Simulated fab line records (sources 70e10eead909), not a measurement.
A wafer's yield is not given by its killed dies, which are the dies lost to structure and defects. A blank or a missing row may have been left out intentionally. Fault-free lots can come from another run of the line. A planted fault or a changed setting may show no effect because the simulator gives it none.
Chamber matching :: flow nand harc :: 4 sister chambers for NHARC_A_STAIRCASE_ETCH_253 on rie diel-13
The step etches the open film in C4F8/O2, target depth 50 nm, time 20.2 s. 8 wafers are shown with their chamber, then 12 later ones without.

== EACH WAFER AND ITS CHAMBER ==
wafer: L084.2
chamber: 0
rf vpp V (V): 899
oes product au (a.u.): 0.960

wafer: L084.6
chamber: 0
rf vpp V (V): 899
oes product au (a.u.): 0.959

wafer: L084.3
chamber: 2
rf vpp V (V): 887
oes product au (a.u.): 0.966

wafer: L084.4
chamber: 3
rf vpp V (V): 905
oes product au (a.u.): 0.978

wafer: L084.5
chamber: 1
rf vpp V (V): 897
oes product au (a.u.): 0.969

wafer: L092.2
chamber: 3
rf vpp V (V): 905
oes product au (a.u.): 0.944

wafer: L092.3
chamber: 2
rf vpp V (V): 889
oes product au (a.u.): 0.941

wafer: L092.6
chamber: 1
rf vpp V (V): 896
oes product au (a.u.): 0.955

== WAFERS WHOSE CHAMBER IS MISSING ==
wafer: L091.1
rf vpp V (V): 900
oes product au (a.u.): 0.944

wafer: L091.4
rf vpp V (V): 887
oes product au (a.u.): 0.960

wafer: L091.5
rf vpp V (V): 905
oes product au (a.u.): 0.940

wafer: L091.2
rf vpp V (V): 905
oes product au (a.u.): 0.952

wafer: L091.3
rf vpp V (V): 897
oes product au (a.u.): 0.967

wafer: L091.6
rf vpp V (V): 887
oes product au (a.u.): 0.963

wafer: L094.3
rf vpp V (V): 906
oes product au (a.u.): 0.948

wafer: L094.4
rf vpp V (V): 888
oes product au (a.u.): 0.944

wafer: L094.5
rf vpp V (V): 896
oes product au (a.u.): 0.952

wafer: L096.3
rf vpp V (V): 905
oes product au (a.u.): 0.987

wafer: L096.5
rf vpp V (V): 897
oes product au (a.u.): 0.962

wafer: L096.6
rf vpp V (V): 887
oes product au (a.u.): 0.978

== THE CHAMBER EACH PASSED THROUGH ==
wafer: L091.1
from the rows above: 0
in truth: 0

wafer: L091.4
from the rows above: 2
in truth: 2

wafer: L091.5
from the rows above: 3
in truth: 3

wafer: L091.2
from the rows above: 3
in truth: 3

wafer: L091.3
from the rows above: can't be placed: 1 or 0
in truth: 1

wafer: L091.6
from the rows above: 2
in truth: 2

wafer: L094.3
from the rows above: 3
in truth: 3

wafer: L094.4
from the rows above: 2
in truth: 2

wafer: L094.5
from the rows above: 1
in truth: 1

wafer: L096.3
from the rows above: 3
in truth: 3

wafer: L096.5
from the rows above: can't be placed: 1 or 0
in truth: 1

wafer: L096.6
from the rows above: 2
in truth: 2
Correct placement for 10 of the 12. Unplaceable from these rows: 2, with the true chamber sitting among the candidates in 2. Wrongly placed: 0.
How it was worked out, from the rows above alone: a wafer's distance from a chamber is the root of the sum, over the readings, of the square of ((its reading less the chamber's mean) divided by the reading's scatter). If the next closest chamber is less than 2 further off than the closest, the wafer can't be placed; otherwise it belongs to the closest. The mean given for a chamber averages the wafers shown for that chamber. How the scatter is found: for the shown wafers, subtract from each reading the mean of its chamber, square and add these, divide the total by (wafers less chambers), then take the root.
